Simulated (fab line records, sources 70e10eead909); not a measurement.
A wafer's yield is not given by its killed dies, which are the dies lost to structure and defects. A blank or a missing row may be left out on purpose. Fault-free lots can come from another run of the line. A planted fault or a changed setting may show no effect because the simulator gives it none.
Struck lot and sound lot, side by side    flow nandHarc    44 steps out of a route of 1302
Sound: wafers L987.1, L987.2, L987.6. Wafers struck: L101.1, L101.3, L101.4. The cause comes at the end.
Order at every step that has rows: each side's tool, ch and its chambers, its first start. Under that, the readings that differ: sound wafers    struck wafers    difference of the means    sigmas: that difference in standard deviations of wafers without a fault.
alike: readings with means less than 2 such deviations apart, plus words and numbers identical on both sides. not compared: withheld readings, readings lacking a value on some wafer, bounds such as >300 that could conceal the same value, and numbers that have no deviation in the record and whose values overlap.
Wherever a step has rows on one side only, a row that says differs or no value, or a row with sigmas, the two part there. When numbers do not overlap yet have no deviation, they are printed without sigmas and do not part them. A reading that every wafer of one side lacks parts them only if that side has two wafers or more.

NHARC_P_GATE_CD_MEAS_26: the cd target is 120 nm.
  sound on cdSem-02 ch 0, day 8 09:00; struck on cdSem-01 ch 0, day 14 07:16
  alike: cdNm
NHARC_P_GATE_OVL_MEAS_27:
  sound on overlay-02, day 8 09:05; struck on overlay-01, day 14 07:20
  alike: overlayXNm, overlayYNm
NHARC_P_GATE_INSPECT_28:
  sound on defectInspect-02, day 8 09:08; struck on defectInspect-02, day 14 07:23
  alike: rawDefectCount
then, 1 step without rows for these wafers: NHARC_P_GATE_DESCUM_31 (chemistry O2, time 3 s).
NHARC_P_GATE_ETCH_104: etches the open film in CF4/CHF3, target depth 60 nm.
  sound on rieDiel-09 ch 1,2,3, day 8 09:17; struck on rieDiel-04 ch 0,1,2, day 14 07:32
  alike: drypumpMotorCurrentA, mfcArSccm, oesProductAu, rfVppV, showerheadPlenumPTorr, throttleValvePct
then, 2 steps without rows for these wafers: NHARC_P_GATE_HM_OPEN_105 (chemistry O2/COS, target depth 360 nm); NHARC_P_GATE_STRIP_106 (strips in O2/COS).
NHARC_P_GATE_ETCH_114: etches the open film in CF4/O2, target depth 30 nm, overetch 3 nm, time 16.5 s.
  sound on rieDiel-09 ch 1,3; struck on rieDiel-04 ch 1,2,3
  alike: drypumpMotorCurrentA, mfcArSccm, oesProductAu, rfVppV, showerheadPlenumPTorr, throttleValvePct
  not compared: rfHoursCounterH
then, 2 steps without rows for these wafers: NHARC_P_GATE_ETCH_32 (etches the open film in HBr/Cl2, target depth 150 nm, time 100.1 s); NHARC_P_GATE_STRIP_108 (strips in O2).
NHARC_P_GATE_CD_MEAS_33:
  sound on cdSem-02, day 8 10:01; struck on cdSem-02, day 14 08:14
  alike: cdNm
then, 1 step without rows for these wafers: NHARC_P_GATE_STRIP_35 (strips in SPM, time 600 s).
NHARC_P_GATE_PRECLEAN_73: cleans in SC1.
  sound on wetBench-02 ch 3,4,7, day 8 10:08; struck on wetBench-02 ch 4,6,7, day 14 08:22
then, 2 steps without rows for these wafers: NHARC_P_GATE_SRD_74; NHARC_P_GATE_ALD_36 (deposits SiNx, target thk 20 nm, pulse time 60 s, ald cycles 223).
NHARC_P_GATE_ETCHBACK_37: etches the open film in CHF3/O2, target depth 34.5 nm, time 17.2 s.
  sound on rieDiel-02 ch 1,2,3; struck on rieDiel-04 ch 0,1,2
  alike: drypumpMotorCurrentA, mfcArSccm, oesProductAu, rfVppV, showerheadPlenumPTorr, throttleValvePct
  not compared: rfHoursCounterH
then, 13 steps without rows for these wafers: NHARC_P_GATE_STRIP_101 (strips in O2, time 20 s); NHARC_P_GATE_PRECLEAN_97 (cleans in SPM, time 600 s); NHARC_P_GATE_SRD_98; NHARC_P_GATE_PRECLEAN_99 (cleans in SC1); NHARC_P_GATE_SRD_100; NHARC_P_GATE_DEHYDRATE_38 (time 120 s); NHARC_P_GATE_HMDS_39 (time 30 s); NHARC_P_GATE_COAT_40; NHARC_P_GATE_SOFTBAKE_41 (time 95 s); NHARC_P_GATE_EBR_42; NHARC_P_GATE_EXPOSE_43 (exposes mask P NSD, target cd 720 nm); NHARC_P_GATE_PEB_44 (peb time 85 s); NHARC_P_GATE_DEVELOP_45 (time 70 s).
NHARC_P_GATE_CD_MEAS_46: the cd target is 720 nm.
  sound on cdSem-03 ch 0, day 8 21:08; struck on cdSem-03 ch 0, day 14 19:18
  alike: cdNm
then, 3 steps without rows for these wafers: NHARC_P_GATE_HARDBAKE_47 (time 80 s); NHARC_P_GATE_DESCUM_48 (chemistry O2, time 3 s); NHARC_P_GATE_IMPLANT_49.
NHARC_P_GATE_STRIP_111: strips in N2/H2, time 250 s.
  sound on plasmaAsher-01 ch 0,1, day 8 21:40; struck on plasmaAsher-01 ch 0,1, day 14 19:50
  alike: drypumpMotorCurrentA, heaterPowerW
  not compared: rfHoursCounterH
NHARC_P_GATE_STRIP_75: strips in O2.
  sound on plasmaAsher-01 ch 0,1, day 8 21:58; struck on plasmaAsher-01 ch 0,1, day 14 20:08
  alike: drypumpMotorCurrentA, heaterPowerW
  not compared: rfHoursCounterH
then, 7 steps without rows for these wafers: NHARC_P_GATE_STRIP_50 (strips in SPM, time 900 s); NHARC_P_GATE_DEHYDRATE_51 (time 120 s); NHARC_P_GATE_HMDS_52 (time 30 s); NHARC_P_GATE_COAT_53; NHARC_P_GATE_SOFTBAKE_54 (time 95 s); NHARC_P_GATE_EBR_55; NHARC_P_GATE_EXPOSE_56 (exposes mask P PSD, target cd 720 nm).
NHARC_P_GATE_INSPECT_68:
  sound on defectInspect-02, day 9 03:49; struck on defectInspect-02, day 15 02:16
reading         sound        struck       difference  sigmas
rawDefectCount  123 203 166  729 686 768  +564        +6
-- break in the record here, with 19 days between the starts of the struck wafers on either side (left off in module P_GATE, picked up again in module END, where the first step shown is number 1302 on the route) --
NHARC_END_SORT_01:
  only the struck wafers appear in the record here, on prober-01 ch 0 at day 33 20:15; the sound ones have no rows

WHERE THEY PART
First at NHARC_P_GATE_INSPECT_68; last, within this record, at NHARC_END_SORT_01.

WHY: the cause the simulator had injected
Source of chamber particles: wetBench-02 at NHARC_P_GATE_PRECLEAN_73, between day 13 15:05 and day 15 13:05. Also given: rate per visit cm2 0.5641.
